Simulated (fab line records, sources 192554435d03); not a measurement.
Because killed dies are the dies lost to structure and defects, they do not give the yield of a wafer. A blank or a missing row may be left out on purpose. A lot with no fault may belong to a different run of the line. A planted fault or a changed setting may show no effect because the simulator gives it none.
Code-filled problem report in 8D (eight disciplines) form || flow n5_finfet || the parts of the form that need people (team, actions taken, sign-off) are left out

1. WHAT WENT WRONG
V5_OVL at N5_BEOL_M6_OVL_MEAS_29 reads a mean of 5.9 nm on 6 wafers of 2 lots; wafers without a fault read -0.5 nm with a standard deviation of 0.69. That is +9.3 standard deviations from the usual mean.
Earliest sighting: wafer L432.2 on overlay-02 at day 11 18:08. Wafers with a number at this step in the record: 28, from 11 lots. By rule, "out" or "out of limits" means more than 4 standard deviations away from the usual mean. Any other wafer with a number is counted as sound.

2. WHAT IT IS, WHAT IT ISN'T
{"question": "which readings at this step", "is": "V5_OVL", "is not": "-"}
{"question": "which lots", "is": "L432, L437", "is not": "L422, L423, L427, L428, L429, L430, L433, L444, L445"}
{"question": "which wafers of those lots", "is": "all that have a number", "is not": "-"}
{"question": "read on which gauges", "is": "overlay-01, overlay-02", "is not": "-"}
{"question": "when", "is": "from day 11 18:08", "is not": "up to then (17 sound wafers); but 5 sound wafers of L444, L445 came after"}

3. WHAT RULES OUT EACH SUSPECT
Counting: any tool at a process step up to the reading is kept as a suspect provided that every lot that is out went through it and no sound lot did after the first of them.
- the gauge at N5_BEOL_M6_OVL_MEAS_29 has been ruled out. The wafers that are out were read on 2 gauges (overlay-01, overlay-02).
- euv_scanner-02 at N5_BEOL_M6_EXPOSE_25 (exposes mask V5, target cd 40 nm): kept. Every lot that is out went through it, starting with L432 (day 11 17:58), and after that it ran no sound lot; the last sound lot it ran before then is L433 (day 11 14:44).
The count leaves euv_scanner-02 at N5_BEOL_M6_EXPOSE_25.

4. THE CAUSE (what the simulator had put in)
Scanner matching overlay: euv_scanner-02, from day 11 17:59 on, at N5_BEOL_M6_EXPOSE_25. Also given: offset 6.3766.
The count eliminated every tool but this one.

5. THE EFFECT CHAIN, in route order
One row per reading whose mean, taken over the struck wafers that have a number, lies over 3 standard deviations from the usual. Readings are gone through only where the record gives a usual standard deviation; hours: the median, over the lots, of the time from a lot's start at the first step in this table giving one to that lot's start at this step; sigmas: the change measured in usual standard deviations.
{"hours": 0, "step": "N5_BEOL_M6_OVL_MEAS_29", "reading": "V5_OVL", "usual": "-0.5 nm", "on struck wafers": 5.9, "change": "+6.4", "sigmas": "+9.3"}

6. HOW IT WOULD HAVE BEEN CAUGHT EARLIER
In this record the first reading out of limits at a measuring or inspecting step was taken at day 11 18:08, 0 hours after the fault began at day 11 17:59.
Of the tool readings at N5_BEOL_M6_EXPOSE_25 for which the record gives a usual standard deviation, none was out on any struck wafer, so an alarm limit of 4 standard deviations on them would not have fired.
Of the lots that are out (2), L437 began N5_BEOL_M6_EXPOSE_25 on euv_scanner-02 after day 11 18:08. A tool hold placed at that time would have kept it from harm.
